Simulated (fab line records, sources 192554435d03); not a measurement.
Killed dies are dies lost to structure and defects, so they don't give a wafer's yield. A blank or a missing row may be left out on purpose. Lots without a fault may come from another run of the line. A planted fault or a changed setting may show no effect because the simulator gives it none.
Chamber matching | flow n5_finfet | N5_BEOL_M14_TRENCH_ETCH_34 on rie_diel-05: 4 sister chambers
The step etches SiO2 in C4F8/O2/Ar, target depth 556.65 nm, time 126.9 s. 14 wafers are shown with their chamber, then 7 later ones without.

WAFERS WITH THEIR CHAMBER
wafer  | chamber | rf_vpp_V (V) | drypump_motor_current_A (A) | showerhead_plenum_p_Torr (Torr)
L078.3 | 0       | 2162         | 6.2                         | 3.33
L078.4 | 2       | 2261         | 5.6                         | 3.62
L078.5 | 2       | 2262         | 5.6                         | 3.62
L086.1 | 0       | 2161         | 6.2                         | 3.33
L086.3 | 3       | 2230         | 4.6                         | 3.60
L086.6 | 3       | 2232         | 4.6                         | 3.60
L087.1 | 1       | 2141         | 5.7                         | 3.30
L087.3 | 2       | 2262         | 5.6                         | 3.61
L087.6 | 1       | 2140         | 5.7                         | 3.30
L089.2 | 1       | 2138         | 5.7                         | 3.30
L089.3 | 0       | 2160         | 6.2                         | 3.32
L089.4 | 3       | 2230         | 4.6                         | 3.59
L090.1 | 1       | 2140         | 5.6                         | 3.30
L090.4 | 2       | 2261         | 5.6                         | 3.61

SIGNATURES (means of the wafers above)
reading                  | chamber 0 | chamber 1 | chamber 2 | chamber 3 | scatter within a chamber
rf_vpp_V                 | 2161.00   | 2139.75   | 2261.50   | 2230.67   | 1.02
drypump_motor_current_A  | 6.200     | 5.675     | 5.600     | 4.600     | 0.0274
showerhead_plenum_p_Torr | 3.3267    | 3.3000    | 3.6150    | 3.5967    | 0.00483
Rule: a wafer's distance from a chamber is the root of the sum, over the readings, of the square of ((its reading less the chamber's mean) divided by the reading's scatter). The wafer belongs to the nearest chamber; if the next one is less than 2 further off, it can't be placed. The scatter: the root of (the sum of the squares of (reading less its chamber's mean) over the shown wafers, divided by (wafers less chambers)).

WAFERS WITHOUT THEIR CHAMBER
wafer  | rf_vpp_V (V) | drypump_motor_current_A (A) | showerhead_plenum_p_Torr (Torr)
L090.5 | 2160         | 6.2                         | 3.32
L094.1 | 2159         | 6.2                         | 3.31
L094.2 | 2231         | 4.7                         | 3.59
L094.5 | 2261         | 5.6                         | 3.60
L097.2 | 2261         | 5.6                         | 3.60
L097.4 | 2137         | 5.6                         | 3.29
L097.5 | 2160         | 6.2                         | 3.31

WHICH CHAMBER EACH WENT THROUGH
wafer  | from the rows above | in truth
L090.5 | 0                   | 0
L094.1 | 0                   | 0
L094.2 | 3                   | 3
L094.5 | 2                   | 2
L097.2 | 2                   | 2
L097.4 | 1                   | 1
L097.5 | 0                   | 0
Placed correctly: 7 of 7. Can't be placed from these rows: 0. Placed wrongly: 0.
